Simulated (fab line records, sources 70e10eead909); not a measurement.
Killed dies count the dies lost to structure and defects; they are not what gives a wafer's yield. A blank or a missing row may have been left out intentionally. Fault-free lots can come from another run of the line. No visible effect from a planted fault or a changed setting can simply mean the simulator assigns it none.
Which of the tools did it? + flow nandHarc + 12 lots with 36 wafers sampled at 4 steps, on a route of 1302 steps

== WHAT THE GAUGES SHOWED, per wafer ==
NHARC_P_GATE_CD_MEAS_59 targets a cd of 720 nm. Usual: cdNm 719.7 nm, standard deviation 1.5.
| lot  | measured     | on       | cdNm (nm)         | flag |
|------|--------------|----------|-------------------|------|
| L172 | day 5 14:16  | cdSem-03 | 717.3 719.3 720.9 |      |
| L174 | day 6 06:07  | cdSem-02 | 718.8 719.9 722.0 |      |
| L176 | day 7 04:22  | cdSem-03 | 720.0 716.9 717.8 |      |
| L177 | day 7 19:55  | cdSem-02 | 721.0 720.4 719.1 |      |
| L178 | day 8 06:33  | cdSem-02 | 720.1 719.1 721.5 |      |
| L179 | day 8 18:31  | cdSem-03 | 718.7 721.7 720.0 |      |
| L184 | day 10 13:38 | cdSem-02 | 738.3 736.8 737.4 | OFF  |
| L183 | day 10 13:55 | cdSem-03 | 720.6 720.2 721.5 |      |
| L190 | day 13 05:32 | cdSem-02 | 723.0 720.4 718.5 |      |
| L192 | day 13 20:00 | cdSem-03 | 718.3 719.4 720.9 |      |
| L194 | day 14 15:04 | cdSem-02 | 717.3 720.3 719.7 |      |
| L195 | day 15 05:59 | cdSem-02 | 716.6 717.5 718.1 |      |

== EACH LOT AND THE TOOL THAT RAN IT (in order: tool; ch and the chambers of the sampled wafers; start) ==
| lot  | NHARC_P_GATE_ETCH_104             | NHARC_P_GATE_ALD_36              | NHARC_P_GATE_EXPOSE_56           |
|------|-----------------------------------|----------------------------------|----------------------------------|
| L172 | rieDiel-07 ch 2,3, day 5 00:31    | aldSin-04 ch 1,2, day 5 02:44    | krfScanner-04 ch 0, day 5 14:06  |
| L174 | rieDiel-12 ch 1,2,3, day 5 13:53  | aldSin-02 ch 0,2, day 5 15:03    | krfScanner-03 ch 0, day 6 05:57  |
| L176 | rieDiel-12 ch 0,2,3, day 6 15:04  | aldSin-03 ch 0,2,3, day 6 16:15  | krfScanner-03 ch 0, day 7 04:13  |
| L177 | rieDiel-12 ch 1,2,3, day 7 04:08  | aldSin-02 ch 1,2,3, day 7 05:21  | krfScanner-04 ch 0, day 7 19:45  |
| L178 | rieDiel-05 ch 0,1,3, day 7 17:11  | aldSin-04 ch 1,2,3, day 7 20:31  | krfScanner-04 ch 0, day 8 06:24  |
| L179 | rieDiel-12 ch 0,1,3, day 8 05:02  | aldSin-02 ch 1,2, day 8 06:19    | krfScanner-04 ch 0, day 8 18:22  |
| L184 | rieDiel-05 ch 2,3, day 10 00:20   | aldSin-03 ch 0,3, day 10 02:35   | krfScanner-04 ch 0, day 10 13:29 |
| L183 | rieDiel-12 ch 0,2,3, day 10 00:29 | aldSin-04 ch 0,2,3, day 10 01:40 | krfScanner-03 ch 0, day 10 13:46 |
| L190 | rieDiel-07 ch 1,2,3, day 12 16:14 | aldSin-04 ch 0,1,2, day 12 17:23 | krfScanner-04 ch 0, day 13 05:23 |
| L192 | rieDiel-05 ch 0,2, day 13 06:31   | aldSin-03 ch 0,3, day 13 08:44   | krfScanner-03 ch 0, day 13 19:50 |
| L194 | rieDiel-05 ch 0,2,3, day 14 01:44 | aldSin-02 ch 0,2,3, day 14 03:57 | krfScanner-02 ch 0, day 14 14:55 |
| L195 | rieDiel-07 ch 0,3, day 14 16:25   | aldSin-03 ch 1,2, day 14 17:37   | krfScanner-04 ch 0, day 15 05:50 |
- NHARC_P_GATE_ETCH_104: etches the open film in CF4/CHF3, target depth 60 nm.
- NHARC_P_GATE_ALD_36: deposits SiNx, target thk 20 nm, pulse time 60 s, ald cycles 223.
- NHARC_P_GATE_EXPOSE_56: exposes mask P PSD, target cd 720 nm.

== WHAT THE TOOLS THEMSELVES READ (means of the sampled wafers that have a number; where no wafer has one, the mark that the record gives instead) ==
NHARC_P_GATE_ETCH_104. Usual: drypumpMotorCurrentA 5.6 A, standard deviation 0.57; oesProductAu 0.951 a.u., standard deviation 0.023; rfVppV 371.2 V, standard deviation 2; showerheadPlenumPTorr 1.59 Torr, standard deviation 0.058; throttleValvePct 16.801 %, standard deviation 0.0086.
| lot  | tool       | drypumpMotorCurrentA (A) | oesProductAu (a.u.) | rfVppV (V) | showerheadPlenumPTorr (Torr) | throttleValvePct (%) | flag |
|------|------------|--------------------------|---------------------|------------|------------------------------|----------------------|------|
| L172 | rieDiel-07 | 6.1                      | 0.927               | 372.5      | 1.64                         | 16.804               |      |
| L174 | rieDiel-12 | 5.3                      | 0.977               | 372.3      | 1.61                         | 16.801               |      |
| L176 | rieDiel-12 | 5.1                      | 0.922               | 372.6      | 1.63                         | 16.803               |      |
| L177 | rieDiel-12 | 5.3                      | 0.937               | 372.4      | 1.61                         | 16.810               |      |
| L178 | rieDiel-05 | 5.6                      | 0.926               | 370.3      | 1.56                         | 16.797               |      |
| L179 | rieDiel-12 | 5.1                      | 0.972               | 371.6      | 1.61                         | 16.805               |      |
| L184 | rieDiel-05 | 5.6                      | 0.940               | 371.7      | 1.59                         | 16.812               |      |
| L183 | rieDiel-12 | 5.1                      | 0.928               | 372.3      | 1.63                         | 16.799               |      |
| L190 | rieDiel-07 | 5.9                      | 0.965               | 371.2      | 1.59                         | 16.797               |      |
| L192 | rieDiel-05 | 5.3                      | 0.960               | 371.3      | 1.59                         | 16.800               |      |
| L194 | rieDiel-05 | 5.4                      | 0.937               | 372.1      | 1.59                         | 16.796               |      |
| L195 | rieDiel-07 | 6.6                      | 0.925               | 369.8      | 1.56                         | 16.806               |      |

NHARC_P_GATE_ALD_36. Usual: heaterPowerW 853 W, standard deviation 92; precursorPulseHeightRel 1.000, standard deviation 0.02.
| lot  | tool      | heaterPowerW (W) | precursorPulseHeightRel | flag |
|------|-----------|------------------|-------------------------|------|
| L172 | aldSin-04 | 901              | 1.002                   |      |
| L174 | aldSin-02 | 782              | 1.021                   |      |
| L176 | aldSin-03 | 879              | 1.000                   |      |
| L177 | aldSin-02 | 841              | 0.985                   |      |
| L178 | aldSin-04 | 840              | 1.016                   |      |
| L179 | aldSin-02 | 947              | 0.994                   |      |
| L184 | aldSin-03 | 829              | 1.000                   |      |
| L183 | aldSin-04 | 837              | 0.992                   |      |
| L190 | aldSin-04 | 836              | 1.002                   |      |
| L192 | aldSin-03 | 805              | 0.972                   |      |
| L194 | aldSin-02 | 773              | 1.001                   |      |
| L195 | aldSin-03 | 938              | 0.992                   |      |

== THE ANSWER, worked out from the rows above alone ==
Rule: take the mean of a lot's wafers that have a number; if it is more than 3 standard deviations from the usual mean, the lot is off. Also off: a lot with no number at a reading for which 4 or more lots have one. Where the step has rows for the other lots, those lots are counted as sound. The gauges are gone through in route order, then the tools' own readings, and for those a lot's mean is taken as printed above. The first step at which some lot is off is used, and at that step the reading that is off furthest; a lot without a number counts as furthest.
Off at NHARC_P_GATE_CD_MEAS_59 (cdNm): L184.
A tool fits if, at a process step before that reading, it ran every lot that is off, and no sound lot after the first of them. The gauges at NHARC_P_GATE_CD_MEAS_59 are tried like those tools. No candidate that was tried fits.

== WHAT WAS PUT IN BY THE SIMULATOR ==
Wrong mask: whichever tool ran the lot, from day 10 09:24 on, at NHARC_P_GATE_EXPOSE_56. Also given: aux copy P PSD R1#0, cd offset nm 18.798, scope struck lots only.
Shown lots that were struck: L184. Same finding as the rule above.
